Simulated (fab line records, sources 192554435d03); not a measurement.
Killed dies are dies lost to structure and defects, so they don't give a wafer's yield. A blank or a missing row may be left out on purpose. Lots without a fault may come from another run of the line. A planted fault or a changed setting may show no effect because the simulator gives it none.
Chamber matching | flow n5_finfet | N5_FIN_SAQP_HM_DEP_03 on pecvd-03: 3 sister chambers
The step deposits SiNx from SiH4/NH3/N2, target thk 38 nm, time 33.6 s. 24 wafers are shown with their chamber, then 12 later ones without.

WAFERS WITH THEIR CHAMBER
wafer  | chamber | throttle_valve_pct (%) | showerhead_plenum_p_Torr (Torr) | heater_power_w (W)
L078.1 | 0       | 39.2                   | 5.19                            | 884
L078.3 | 1       | 42.6                   | 5.11                            | 701
L078.5 | 1       | 42.5                   | 5.12                            | 700
L079.1 | 0       | 39.2                   | 5.19                            | 809
L079.4 | 1       | 42.5                   | 5.11                            | 610
L079.6 | 1       | 42.2                   | 5.11                            | 610
L080.1 | 1       | 42.4                   | 5.11                            | 568
L080.2 | 0       | 39.3                   | 5.20                            | 828
L080.4 | 0       | 39.3                   | 5.21                            | 823
L081.1 | 0       | 39.4                   | 5.21                            | 810
L081.2 | 1       | 42.7                   | 5.12                            | 610
L081.3 | 2       | 36.3                   | 5.11                            | 741
L084.3 | 1       | 42.6                   | 5.11                            | 684
L084.4 | 2       | 36.2                   | 5.12                            | 658
L084.5 | 1       | 42.5                   | 5.12                            | 677
L085.3 | 1       | 42.5                   | 5.12                            | 621
L085.5 | 2       | 36.4                   | 5.11                            | 629
L085.6 | 1       | 42.5                   | 5.12                            | 619
L087.2 | 2       | 36.4                   | 5.13                            | 706
L087.3 | 1       | 42.3                   | 5.12                            | 617
L087.4 | 0       | 39.4                   | 5.19                            | 872
L089.4 | 0       | 39.5                   | 5.20                            | 837
L089.5 | 1       | 42.5                   | 5.12                            | 677
L089.6 | 2       | 36.6                   | 5.13                            | 631

SIGNATURES (means of the wafers above)
reading                  | chamber 0 | chamber 1 | chamber 2 | scatter within a chamber
throttle_valve_pct       | 39.329    | 42.483    | 36.380    | 0.131
showerhead_plenum_p_Torr | 5.1986    | 5.1158    | 5.1200    | 0.00749
heater_power_w           | 837.57    | 641.17    | 673.00    | 41.4
Rule: a wafer's distance from a chamber is the root of the sum, over the readings, of the square of ((its reading less the chamber's mean) divided by the reading's scatter). The wafer belongs to the nearest chamber; if the next one is less than 2 further off, it can't be placed. The scatter: the root of (the sum of the squares of (reading less its chamber's mean) over the shown wafers, divided by (wafers less chambers)).

WAFERS WITHOUT THEIR CHAMBER
wafer  | throttle_valve_pct (%) | showerhead_plenum_p_Torr (Torr) | heater_power_w (W)
L091.1 | 39.6                   | 5.21                            | 789
L091.2 | 36.6                   | 5.12                            | 679
L091.5 | 42.3                   | 5.11                            | 659
L092.1 | 36.4                   | 5.11                            | 694
L092.2 | 42.4                   | 5.11                            | 620
L092.3 | 39.5                   | 5.21                            | 870
L093.1 | 39.6                   | 5.20                            | 864
L093.2 | 42.5                   | 5.13                            | 686
L093.3 | 36.4                   | 5.12                            | 727
L096.2 | 42.6                   | 5.11                            | 626
L096.3 | 36.6                   | 5.12                            | 737
L096.4 | 36.3                   | 5.12                            | 704

WHICH CHAMBER EACH WENT THROUGH
wafer  | from the rows above | in truth
L091.1 | 0                   | 0
L091.2 | 2                   | 2
L091.5 | 1                   | 1
L092.1 | 2                   | 2
L092.2 | 1                   | 1
L092.3 | 0                   | 0
L093.1 | 0                   | 0
L093.2 | 1                   | 1
L093.3 | 2                   | 2
L096.2 | 1                   | 1
L096.3 | 2                   | 2
L096.4 | 2                   | 2
Placed correctly: 12 of 12. Can't be placed from these rows: 0. Placed wrongly: 0.
